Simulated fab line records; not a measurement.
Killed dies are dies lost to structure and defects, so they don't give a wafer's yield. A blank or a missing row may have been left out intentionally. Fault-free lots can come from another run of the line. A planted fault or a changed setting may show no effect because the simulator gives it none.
Problem report in the 8D (eight disciplines) form, filled by code + flow n5_finfet + the parts of the form that need people (team, actions taken, sign-off) are left out

== 1. WHAT WENT WRONG ==
spin_speed_rpm at N5_BEOL_M10_COAT_59 reads a mean of 1308.9 rpm on 9 wafers of 3 lots; wafers without a fault read 1499.8 rpm with a standard deviation of 1.1. So: -99 or more standard deviations from the usual mean.
The step: time 60 s, resist thk 100 nm.
Seen first at day 11 18:14 on litho_track-04, wafer L487.1. The record has a number at this step for 15 wafers belonging to 5 lots. By rule, "out" or "out of limits" means more than 4 standard deviations away from the usual mean. Any other wafer with a number is counted as sound.

== 2. WHAT IT IS, AND WHAT IT ISN'T ==
| question                    | is                     | is not                                                                   |
|-----------------------------|------------------------|--------------------------------------------------------------------------|
| which readings at this step | spin_speed_rpm         | plate_temp_C                                                             |
| which lots                  | L486, L487, L490       | L499, L502                                                               |
| which wafers of those lots  | all that have a number | -                                                                        |
| read on which tools         | litho_track-04         | litho_track-05                                                           |
| when                        | from day 11 18:14      | up to then (0 sound wafers); but 6 sound wafers of L499, L502 came after |

== 3. WHAT RULES OUT EACH SUSPECT ==
Counting: a tool at a process step up to the reading stays a suspect if it ran every lot that is out and no sound lot after the first of them.
- litho_track-04 at N5_BEOL_M10_COAT_59 (time 60 s, resist thk 100 nm): ruled out as a lasting fault. Following L487 (day 11 18:14), the first lot on it that is out, the sound lots L502 were run on it.
Left after counting: nothing in the record.

== 4. THE CAUSE (what the simulator had put in) ==
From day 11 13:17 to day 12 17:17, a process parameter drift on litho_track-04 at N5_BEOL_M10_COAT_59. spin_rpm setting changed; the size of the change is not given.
Counting ruled it out, wrongly.

== 5. SEQUENCE OF EFFECTS, ordered by route ==
Rows list readings where the struck wafers' mean (over those with a number) sits beyond 3 standard deviations from the usual. Readings are gone through only where the record gives a usual standard deviation; hours: the median, over the lots, of the time from a lot's start at the first step in this table giving one to that lot's start at this step; sigmas: the change measured in usual standard deviations.
| hours | step                | reading        | usual      | on struck wafers | change | sigmas      |
|-------|---------------------|----------------|------------|------------------|--------|-------------|
| 0     | N5_BEOL_M10_COAT_59 | spin_speed_rpm | 1499.8 rpm | 1308.9           | -190.9 | -99 or more |
It contains these process steps:
- N5_BEOL_M10_COAT_59: time 60 s, resist thk 100 nm.

== 6. WHAT WOULD HAVE CAUGHT IT SOONER ==
In this record the first reading out of limits was taken at day 11 18:14, 5 hours after the fault began at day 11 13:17.
